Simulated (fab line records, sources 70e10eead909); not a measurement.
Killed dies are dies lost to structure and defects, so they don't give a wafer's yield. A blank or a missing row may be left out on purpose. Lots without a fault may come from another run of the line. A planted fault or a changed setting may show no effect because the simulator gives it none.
Which tool did it? | flow nand_harc | 6 lots, 18 wafers sampled, at 5 steps of a route of 1159

WHAT THE GAUGES READ, wafer by wafer
NHARC_END_SORT_01.
lot  | measured     | on        | killed_at_array
L787 | day 27 03:19 | prober-01 | 39 671 26
L786 | day 26 18:39 | prober-01 | 36 39 677

WHICH TOOL RAN EACH LOT (tool, then ch and the chambers of the sampled wafers, then the start)
lot  | NHARC_A_CHANNEL_FILL_D1_ETCHBACK_08           | NHARC_A_STAIRCASE_ETCH_19                     | NHARC_A_STAIRCASE_TRIM_22                     | NHARC_A_STAIRCASE_ETCH_27
L772 | rie_diel-07 ch 0,2,3, day 13 17:09 or earlier | rie_diel-11 ch 0,2,3, day 13 17:09 or earlier | rie_diel-04 ch 0,1,2, day 13 17:09 or earlier | rie_diel-04 ch 0,2,3, day 13 17:09
L774 | rie_diel-07 ch 0,3, day 13 21:24 or earlier   | rie_diel-11 ch 2,3, day 13 21:24 or earlier   | rie_diel-05 ch 0,1,2, day 13 21:24 or earlier | rie_diel-05 ch 0,1,2, day 13 21:24
L787 | rie_diel-02 ch 0,3, day 14 21:32 or earlier   | rie_diel-05 ch 0,1, day 14 21:32 or earlier   | rie_diel-04 ch 0,1,3, day 14 21:32 or earlier | rie_diel-04 ch 0,2, day 14 21:32
L786 | rie_diel-06 ch 1,2,3, day 14 22:41 or earlier | rie_diel-11 ch 0,1,2, day 14 22:41 or earlier | rie_diel-04 ch 0,2,3, day 14 22:41 or earlier | rie_diel-04 ch 0,1,2, day 14 22:41
L790 | rie_diel-07 ch 0,2,3, day 15 02:58 or earlier | rie_diel-04 ch 0,1,3, day 15 02:58 or earlier | rie_diel-11 ch 0,2, day 15 02:58 or earlier   | rie_diel-11 ch 2,3, day 15 02:58
L792 | rie_diel-06 ch 0,1,2, day 15 17:04 or earlier | rie_diel-04 ch 0,1,3, day 15 17:04 or earlier | rie_diel-11 ch 2,3, day 15 17:04 or earlier   | rie_diel-11 ch 1,2, day 15 17:04
- NHARC_A_CHANNEL_FILL_D1_ETCHBACK_08: etches the open film in C4F8, target depth 220 nm, time 110 s.
- NHARC_A_STAIRCASE_ETCH_19: etches the open film in C4F8/O2, target depth 100 nm, time 40.5 s.
- NHARC_A_STAIRCASE_TRIM_22: chemistry O2, time 211.2 s.
- NHARC_A_STAIRCASE_ETCH_27: etches the open film in C4F8/O2, target depth 100 nm, time 40.5 s.

THE ANSWER, worked out from the rows above alone
Rule: what is usual is taken from the lots themselves. Put in order of their means at a reading, lots are off if they are a third of the lots or fewer, leave a main group of 4 or more, and stand apart from it by a gap of 3 or more times the standard deviation of the main group's means; of several such gaps the widest counts. A main group whose means are all the same, to the digits that the tables above print for the reading, isn't used. A lot without any number at a reading at which 4 lots or more have one is off too. The other lots that the step has rows for count as sound.
No lot is off at any reading shown: from this, nothing can be told.

WHAT THE SIMULATOR HAD PUT IN
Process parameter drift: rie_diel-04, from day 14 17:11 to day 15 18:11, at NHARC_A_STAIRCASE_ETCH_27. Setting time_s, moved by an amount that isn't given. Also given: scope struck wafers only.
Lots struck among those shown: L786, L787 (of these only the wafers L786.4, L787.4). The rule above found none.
